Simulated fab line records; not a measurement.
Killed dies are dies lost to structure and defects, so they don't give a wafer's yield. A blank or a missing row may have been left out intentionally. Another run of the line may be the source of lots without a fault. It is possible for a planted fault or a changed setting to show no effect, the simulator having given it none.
Problem report in the 8D (eight disciplines) form, filled by code    flow n5Finfet    the parts of the form that need people (team, actions taken, sign-off) are left out

1. WHAT IS WRONG
Wafers without a fault read 648.8 W, standard deviation 2; rfFwdPowerW at N5_PASSIVATION_ETCH_54 reads a mean of 805.2 W on 6 wafers belonging to 2 lots. That puts it +78 standard deviations away from the usual mean.
The step: etches SiO2 in CHF3/O2, target depth 880 nm, time 440 s.
Earliest sighting: wafer L930.1 on rieDiel-01 at day 16 20:59. Wafers with a number at this step in the record: 33, from 11 lots. Rule for "out" (also "out of limits"): further than 4 standard deviations from the usual mean. Any other wafer with a number is counted as sound.

2. WHAT THIS IS AND IS NOT
question                     is                      is not
which readings at this step  rfFwdPowerW             drypumpMotorCurrentA, oesProductAu, showerheadPlenumPTorr, throttleValvePct
which lots                   L930, L932              L912, L913, L915, L916, L917, L921, L925, L934, L935
which wafers of those lots   all that have a number  -
read on which tools          rieDiel-01              rieDiel-02, rieDiel-04
when                         from day 16 20:59       up to then (21 sound wafers); but 6 sound wafers of L934, L935 came after

3. WHAT RULES OUT EACH SUSPECT
Counting: a tool at a process step up to the reading stays a suspect if it ran every lot that is out and no sound lot after the first of them.
- rieDiel-01 at N5_PASSIVATION_ETCH_54 (etches SiO2 in CHF3/O2, target depth 880 nm, time 440 s): kept. All lots that are out passed through it, beginning with L930 at day 16 20:59, and no sound lot followed; its final sound lot before that point was L916 at day 14 05:01. Its own readings are out on those wafers: rfFwdPowerW.
Left after counting: rieDiel-01 at N5_PASSIVATION_ETCH_54.

4. THE CAUSE (what the simulator had put in)
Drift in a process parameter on rieDiel-01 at N5_PASSIVATION_ETCH_54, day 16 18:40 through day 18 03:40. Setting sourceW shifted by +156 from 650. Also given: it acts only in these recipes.
This tool alone remained once counting was done.

5. THE CHAIN OF EFFECTS, in route order
Each row: a reading where the mean over the struck wafers with a number is more than 3 standard deviations away from the usual. Scope: only readings with a usual standard deviation given in the record; hours: median across lots of the time from each lot's start at the first step in this table that gives one to its start at this step; sigmas: change in usual standard deviations.
hours  step                    reading      usual    on struck wafers  change  sigmas
0      N5_PASSIVATION_ETCH_54  rfFwdPowerW  648.8 W  805.2             +156.4  +78
0      N5_PASSIVATION_ETCH_54  rfVppV       522 V    465               -57     -5.8
Its process steps:
- N5_PASSIVATION_ETCH_54: etches SiO2 in CHF3/O2, target depth 880 nm, time 440 s.

6. WHAT WOULD HAVE CAUGHT IT SOONER
2 hours passed between the start of the fault at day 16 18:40 and the first reading out of limits in this record, taken at day 16 20:59.
